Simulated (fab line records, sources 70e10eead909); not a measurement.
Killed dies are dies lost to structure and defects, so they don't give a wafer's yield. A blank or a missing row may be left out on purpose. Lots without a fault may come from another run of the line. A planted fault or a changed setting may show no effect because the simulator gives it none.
A struck lot beside a sound one | flow nand_harc | 16 steps out of a route of 1159
Sound: wafers L593.2, L593.3, L593.4. Struck: wafer L602.4. (L602.1, L602.2 of the same lot were not struck and are left out.) The cause comes at the end.
At each step with rows: each side's tool, then ch and its chambers, then its first start. Under that, the readings that differ: sound wafers | struck wafers | difference of the means | sigmas: that difference in standard deviations of wafers without a fault.
alike: readings whose means differ by less than 2 such deviations, and words and numbers that are the same on both sides. not compared: withheld readings, readings that some wafer has no value for, bounds like >300 that may hide the same value, and numbers for which the record gives no deviation and whose values overlap.
The two part at a step that has a row with sigmas, a row that says differs or no value, or rows on one side only. Numbers that don't overlap but have no deviation are shown without sigmas and don't part them. A reading that every wafer of one side lacks parts them only if that side has two wafers or more.

first, 1 step without rows for these wafers: NHARC_P_M2_ETCH_35 (etches the open film in N2/H2, target depth 40 nm, overetch 12 nm, time 43.94 s).
NHARC_P_M2_ETCH_15: etches the open film in C4F8/Ar, target depth 182.5 nm, time 91.2 s.
  sound on rie_diel-02 ch 1,2,3; struck on rie_diel-01 ch 0
  reading                | sound | struck | difference | sigmas
  rf_hours_counter_h (h) | 3 3 3 | 35     | +32        |
  alike: oes_product_au, rf_vpp_V
NHARC_P_M2_CD_MEAS_16:
  sound on cd_sem-03, day 8 19:15; struck on cd_sem-03, day 11 03:09
  alike: cd_nm
NHARC_P_M2_STRIP_18: strips in N2/H2.
  sound on rie_diel-07 ch 1,2,3, day 8 19:20; struck on rie_diel-01 ch 0, day 11 03:14
  reading                | sound | struck | difference | sigmas
  rf_hours_counter_h (h) | 3 4 4 | 35     | +31        |
  alike: drypump_motor_current_A, oes_product_au, rf_vpp_V, showerhead_plenum_p_Torr, throttle_valve_pct
NHARC_P_M2_ETCH_28: etches the open film in CF4/N2, target depth 30 nm, time 72.99 s.
  sound on rie_diel-07 ch 0,1,3; struck on rie_diel-01 ch 0
  reading                | sound             | struck | difference | sigmas
  oes_product_au (a.u.)  | 0.992 0.997 0.996 | 1.019  | +0.024     | +3
  rf_hours_counter_h (h) | 4 4 4             | 35     | +31        |
  alike: drypump_motor_current_A, rf_vpp_V, showerhead_plenum_p_Torr, throttle_valve_pct
then, 4 steps without rows for these wafers: NHARC_P_M2_STRIP_19 (strips in post etch residue remover, time 600 s); NHARC_P_M2_DEGAS_29 (time 60 s); NHARC_P_M2_PRE_CLEAN_30 (time 30 s); NHARC_P_M2_PVD_20 (deposits TaN, target thk 5 nm, time 8.06 s).
NHARC_P_M2_PVD_21: deposits Cu, target thk 30 nm, time 20.49 s.
  sound on pvd_sputter-02; struck on pvd_sputter-02
  alike: throttle_valve_pct
then, 1 step without rows for these wafers: NHARC_P_M2_ECD_22 (material Cu, target thk 400 nm).
NHARC_P_M2_ANNEAL_31: time 90 s.
  sound on rtp_anneal-01 ch 0, day 8 20:45; struck on rtp_anneal-02 ch 0, day 11 04:37
  alike: anneal_temp_c, wafer_temp_C_max
NHARC_P_M2_CMP_23: polishes, t overpolish 20 s, target thk 144.3 nm.
  sound on cmp-01 ch 0,2,3, day 8 21:05; struck on cmp-01 ch 2, day 11 04:59
  reading                | sound          | struck | difference | sigmas
  time_to_endpoint_s (s) | 28.9 29.5 25.7 | 14.2   | -13.8      | -6
  alike: motor_current_A
NHARC_P_M2_THK_MEAS_24: measures by xrf.
  sound on film_metro-02, day 8 21:22; struck on film_metro-01, day 11 05:16
  reading     | sound             | struck | difference | sigmas
  thk_nm (nm) | 143.8 142.8 144.4 | 134.4  | -9.3       | -7
then, 1 step without rows for these wafers: NHARC_P_M2_SRD_25.
-- the record jumps here: 13 days lie between the struck wafers' starts before and after (it left off in module P_M2 and takes up again in module END, whose first step shown is number 1159 of the route) --
NHARC_END_SORT_01:
  sound on prober-02 ch 0, day 21 18:11; struck on prober-01 ch 0, day 24 03:37
  reading            | sound       | struck | difference | sigmas
  sort_bin_2_pct (%) | 1.6 1.2 2.1 | 3.0    | +1.4       | +2
  alike: defect_limited_yield, killed_at_array, killed_at_other, killed_at_periphery, killed_dies, killed_open, killed_short, sort_bin_3_pct, sort_bin_4_pct, sort_n_pass, sort_rim_yield_pct, sort_yield_pct

WHERE THEY PART
First at NHARC_P_M2_ETCH_28; last, within this record, at NHARC_END_SORT_01.

WHY: what the simulator had put in
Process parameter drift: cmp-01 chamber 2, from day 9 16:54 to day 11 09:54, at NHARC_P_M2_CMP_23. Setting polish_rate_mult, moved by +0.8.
